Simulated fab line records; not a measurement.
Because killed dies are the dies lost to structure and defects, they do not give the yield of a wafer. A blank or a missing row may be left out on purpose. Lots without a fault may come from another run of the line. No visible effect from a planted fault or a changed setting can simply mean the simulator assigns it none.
Which tool did it? -- flow n5_finfet -- 10 lots, 30 wafers sampled, at 4 steps of a route of 1938

WHAT THE GAUGES SHOWED, per wafer
N5_WELL_APT_INSPECT_38: inspects for defects (darkfield). Usual: 14 for raw_defect_count, sd 5.4.
lot,measured,on,raw_defect_count,flag
L768,day 1 22:43,defect_inspect-01,16 11 32,
L769,day 2 04:45,defect_inspect-01,20 10 15,
L771,day 2 16:33,defect_inspect-01,14 17 17,
L777,day 4 04:36,defect_inspect-01,306 325 356,OFF
L779,day 4 17:02,defect_inspect-02,304 328 312,OFF
L782,day 5 10:44,defect_inspect-01,8 18 14,
L784,day 5 22:56,defect_inspect-02,8 9 12,
L788,day 6 23:59,defect_inspect-01,25 11 14,
L789,day 7 04:27,defect_inspect-01,20 20 7,
L790,day 7 10:37,defect_inspect-01,10 17 23,

N5_PMOS_HMC_CHANNEL_EPI_INSPECT_11: inspects for defects (macro). Usual: 1.9 for raw_defect_count, sd 1.4.
lot,measured,on,raw_defect_count,flag
L768,day 1 23:14,defect_inspect-02,3 1 2,
L769,day 2 05:15,defect_inspect-01,2 4 4,
L771,day 2 16:58,defect_inspect-02,1 1 1,
L777,day 4 04:58,defect_inspect-01,292 >300 >300,OFF
L779,day 4 17:32,defect_inspect-02,>300 >300 >300,OFF
L782,day 5 11:07,defect_inspect-01,2 7 2,
L784,day 5 23:25,defect_inspect-02,0 1 0,
L788,day 7 00:21,defect_inspect-01,3 2 2,
L789,day 7 04:50,defect_inspect-02,0 1 1,
L790,day 7 11:07,defect_inspect-01,1 1 2,

EACH LOT AND THE TOOL THAT RAN IT (in order: tool; ch and the chambers of the sampled wafers; start)
lot,N5_ZERO_LAYER_ETCH_18,N5_WELL_APT_PRECLEAN_36
L768,"rie_si-02 ch 0,1,3, day 1 18:55","wet_bench-03 ch 0,1,7, day 1 22:01"
L769,"rie_si-02 ch 2,3, day 2 00:58","wet_bench-04 ch 0,4,5, day 2 04:02"
L771,"rie_si-05 ch 1,2,3, day 2 12:47","wet_bench-03 ch 0,2,4, day 2 15:50"
L777,"rie_si-03 ch 1,3, day 4 00:56","wet_bench-03 ch 5,6,7, day 4 03:53"
L779,"rie_si-02 ch 0,2,3, day 4 12:47","wet_bench-03 ch 1,2,7, day 4 16:19"
L782,"rie_si-03 ch 0,2,3, day 5 06:47","wet_bench-06 ch 3,5,7, day 5 09:49"
L784,"rie_si-02 ch 0,2, day 5 18:47","wet_bench-04 ch 0,3,5, day 5 22:00"
L788,"rie_si-05 ch 0,1,3, day 6 20:08","wet_bench-04 ch 2,3,7, day 6 23:16"
L789,"rie_si-02 ch 1,2, day 7 00:50","wet_bench-06 ch 2,5,7, day 7 03:44"
L790,"rie_si-03 ch 1,2, day 7 06:49","wet_bench-04 ch 0,1,2, day 7 09:53"
- N5_ZERO_LAYER_ETCH_18: etches Si in HBr/Cl2, target depth 120 nm, time 40 s.
- N5_WELL_APT_PRECLEAN_36: cleans in O3/DIW, time 45 s.

WHAT THE TOOLS THEMSELVES READ (means of the sampled wafers that have a number; where no wafer has one, the mark that the record gives instead)
N5_ZERO_LAYER_ETCH_18. Usual: chamber_pressure_mTorr 10.000 mTorr, standard deviation 0.009; drypump_motor_current_A 5.6 A, standard deviation 0.53; oes_product_au 0.997 a.u., standard deviation 0.014; throttle_valve_pct 36.2 %, standard deviation 0.51.
lot,tool,chamber_pressure_mTorr (mTorr),drypump_motor_current_A (A),oes_product_au (a.u.),throttle_valve_pct (%),flag
L768,rie_si-02,10.002,5.2,0.994,35.9,
L769,rie_si-02,9.998,6.2,0.981,36.0,
L771,rie_si-05,10.001,5.9,1.001,36.4,
L777,rie_si-03,10.000,5.4,0.992,36.0,
L779,rie_si-02,10.002,5.7,0.986,36.2,
L782,rie_si-03,9.996,5.9,1.002,36.6,
L784,rie_si-02,10.004,5.4,0.998,36.8,
L788,rie_si-05,9.999,5.4,0.994,36.4,
L789,rie_si-02,9.999,5.4,1.003,35.7,
L790,rie_si-03,9.998,5.8,1.012,36.5,

THE ANSWER, worked out from the rows above alone
Rule: a lot is off if the mean of its wafers that have a number lies more than 3 standard deviations from the usual mean. A lot without any number at a reading at which 4 lots or more have one is off too. Where the step has rows for the other lots, those lots are counted as sound. Order of review: gauges by route order, followed by the tools' own readings, for which a lot's mean as printed above is used. At the first step where some lot is off, the reading lying furthest off is the one used; lots without a number count as furthest.
Off: L777, L779, at N5_WELL_APT_INSPECT_38 (raw_defect_count).
A tool fits if, at a process step before that reading, it ran every lot that is off, and no sound lot after the first of them. Those tools and the gauges at N5_WELL_APT_INSPECT_38 are tried in the same way. One candidate fits, namely wet_bench-03 at N5_WELL_APT_PRECLEAN_36. A fault onset in the window from L771 (day 2 15:50, its last sound lot) to L777 (day 4 03:53, its first lot off) fits.

WHAT THE SIMULATOR HAD INSERTED
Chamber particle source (wet_bench-03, N5_WELL_APT_PRECLEAN_36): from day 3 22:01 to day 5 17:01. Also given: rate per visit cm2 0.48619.
Shown lots that were struck: L777, L779. The rule given above showed the same thing.
